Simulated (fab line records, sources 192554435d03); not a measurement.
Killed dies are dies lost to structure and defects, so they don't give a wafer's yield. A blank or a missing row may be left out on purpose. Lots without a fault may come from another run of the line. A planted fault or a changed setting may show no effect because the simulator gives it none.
One fault seen from 2 desks | flow n5_finfet | each desk has only its own numbers; what lay behind them comes last

THE METROLOGY DESK
What the gauges read, lot by lot, whatever tool the lot ran on: means of the sampled wafers that have a number. A lot is out of limits, marked OUT, if its mean lies more than 4 standard deviations from the usual mean; the brackets give that distance. Of its 11 readings 7 are shown: those that lie furthest out on some lot.
Columns: A = DIBL_N at N5_BEOL_M4_RC_MEAS_101, usual 35.6 mV/V; B = IOFF_P at N5_BEOL_M4_RC_MEAS_101, usual 0.19 nA/um; C = ION_N at N5_BEOL_M4_RC_MEAS_101, usual 671 uA/um; D = SS_N at N5_BEOL_M4_RC_MEAS_101, usual 71.3 mV/dec; E = SS_P at N5_BEOL_M4_RC_MEAS_101, usual 73.0 mV/dec; F = VT_N at N5_BEOL_M4_RC_MEAS_101, usual 251 mV; G = VT_P at N5_BEOL_M4_RC_MEAS_101, usual -251.5 mV
lot  | first seen here | A    | B    | C   | D    | E    | F   | G
L888 | day 7 23:11     | 35.6 | 0.19 | 684 | 71.1 | 73.6 | 250 | -251.2
L889 | day 8 02:06     | 34.6 | 0.18 | 677 | 71.2 | 72.8 | 251 | -251.2
L894 | day 8 09:44     | 35.0 | 0.17 | 650 | 71.5 | 72.7 | 253 | -255.1
L892 | day 8 09:55     | 32.6 | 0.16 | 663 | 70.3 | 71.9 | 253 | -253.6
L896 | day 8 13:55     | 35.6 | 0.23 | 672 | 71.7 | 72.8 | 250 | -250.0
L897 | day 9 01:50     | 35.1 | 0.25 | 681 | 71.5 | 73.7 | 247 | -246.1
L900 | day 9 20:44     | 34.7 | 0.21 | 677 | 71.4 | 73.4 | 248 | -247.2
L904 | day 11 03:49    | 36.6 | 0.21 | 676 | 71.1 | 73.1 | 251 | -250.5
L910 | day 12 06:04    | 35.9 | 0.19 | 675 | 70.8 | 72.7 | 252 | -252.6
L911 | day 12 13:01    | 36.6 | 0.20 | 687 | 71.4 | 73.7 | 247 | -251.6
This desk's finding: nothing out of limits on any of the 10 lots.

THE TOOL OWNER'S DESK: ald_sin-03
The tool's own readings at N5_BEOL_M2_ALD_98 (deposits SiO2, target thk 2.5 nm, pulse time 1 s, co reactant pulse time 1 s): means of the sampled wafers that have a number, for each lot that ran on this tool. A lot is out of limits, marked OUT, if its mean lies more than 4 standard deviations from the usual mean; the brackets give that distance.
Columns: A = heater_power_w at N5_BEOL_M2_ALD_98, usual 76 W; B = precursor_pulse_height_rel at N5_BEOL_M2_ALD_98, usual 0.999
lot  | first seen here | A  | B
L888 | day 8 00:16     | 71 | 0.990
L894 | day 8 11:10     | 80 | 0.978
L896 | day 8 14:32     | 65 | 0.980
L897 | day 9 02:17     | 73 | 0.995
L904 | day 11 04:28    | 81 | 0.999
This desk's finding: nothing out of limits on any of the 5 lots.

PUT TOGETHER
The metrology desk saw nothing out of limits.
The tool owner's desk saw nothing out of limits.

WHAT THE SIMULATOR HAD PUT IN
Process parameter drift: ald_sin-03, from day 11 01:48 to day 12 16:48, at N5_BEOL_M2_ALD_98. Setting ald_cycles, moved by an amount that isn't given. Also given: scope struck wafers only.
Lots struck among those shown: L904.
